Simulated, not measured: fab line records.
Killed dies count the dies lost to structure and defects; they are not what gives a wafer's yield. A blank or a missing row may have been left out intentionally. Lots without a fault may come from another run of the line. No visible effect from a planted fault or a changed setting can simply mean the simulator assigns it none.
Which tool was responsible? -- flow nand_harc -- 21 wafers from 7 lots sampled at 4 of the route's 1302 steps

WHAT THE GAUGES SHOWED, per wafer
NHARC_THIN_TSV_CD_MEAS_33 targets a cd of 5000 nm.
lot,measured,on,cd_nm (nm)
L576,day 25 08:28,cd_sem-02,4997.2 5004.2 5005.0
L577,day 26 20:32,cd_sem-03,5003.4 5002.0 5002.7
L580,day 26 23:01,cd_sem-02,4995.8 4999.3 4998.1
L582,day 27 16:44,cd_sem-02,4997.7 5000.7 4996.8
L585,day 28 15:41,cd_sem-01,4996.1 4999.8 5000.2
L588,day 30 07:44,cd_sem-02,4999.7 4999.1 5001.6
L591,day 32 08:47,cd_sem-02,5001.7 5001.8 5003.5

TOOL THAT RAN EACH LOT (tool first, then ch and the chambers of the sampled wafers, then the start)
lot,NHARC_A_STAIRCASE_ETCH_230,NHARC_THIN_TSV_ETCH_15,NHARC_THIN_TSV_DEP_47
L576,"rie_diel-02 ch 0,1, day 16 16:52","rie_si-02 ch 0,1,3, day 25 03:23","pecvd-04 ch 0,1, day 25 04:22"
L577,"rie_diel-12 ch 1,2,3, day 18 09:04","rie_si-03 ch 0,1, day 26 15:35","pecvd-03 ch 0,1, day 26 16:41"
L580,"rie_diel-12 ch 0,1,2, day 18 09:52","rie_si-03 ch 0,3, day 26 17:55","pecvd-04 ch 0,1,2, day 26 18:56"
L582,"rie_diel-09 ch 1,2, day 19 22:22","rie_si-03 ch 1,2,3, day 27 11:40","pecvd-01 ch 1,2, day 27 12:43"
L585,"rie_diel-12 ch 1,2,3, day 20 19:50","rie_si-03 ch 1,2,3, day 28 10:36","pecvd-04 ch 0,1, day 28 11:37"
L588,"rie_diel-12 ch 0,2,3, day 22 10:35","rie_si-02 ch 0,1,3, day 30 02:24","pecvd-04 ch 0,1,2, day 30 03:37"
L591,"rie_diel-12 ch 0,1,2, day 23 14:35","rie_si-02 ch 0,1,2, day 32 03:13","pecvd-04 ch 0,1,2, day 32 04:24"
- NHARC_A_STAIRCASE_ETCH_230: etches the open film in C4F8/O2, target depth 100 nm, time 40.5 s.
- NHARC_THIN_TSV_ETCH_15: target depth 3000 nm, bosch target overetch cycles 2, bosch etch step 2.8 s.
- NHARC_THIN_TSV_DEP_47: deposits SiO2, target thk 200 nm.

THE ANSWER, worked out from the rows above alone
Rule: the lots themselves supply what counts as usual. Put in order of their means at a reading, lots are off if they are a third of the lots or fewer, leave a main group of 4 or more, and stand apart from it by a gap of 3 or more times the standard deviation of the main group's means; of several such gaps the widest counts. A main group whose means are all the same, to the digits that the tables above print for the reading, isn't used. Also off: a lot with no number at a reading for which 4 or more lots have one. Any other lot the step has rows for is counted as sound.
Nothing can be told from this: no lot is off at any reading shown.

WHAT THE SIMULATOR HAD INSERTED
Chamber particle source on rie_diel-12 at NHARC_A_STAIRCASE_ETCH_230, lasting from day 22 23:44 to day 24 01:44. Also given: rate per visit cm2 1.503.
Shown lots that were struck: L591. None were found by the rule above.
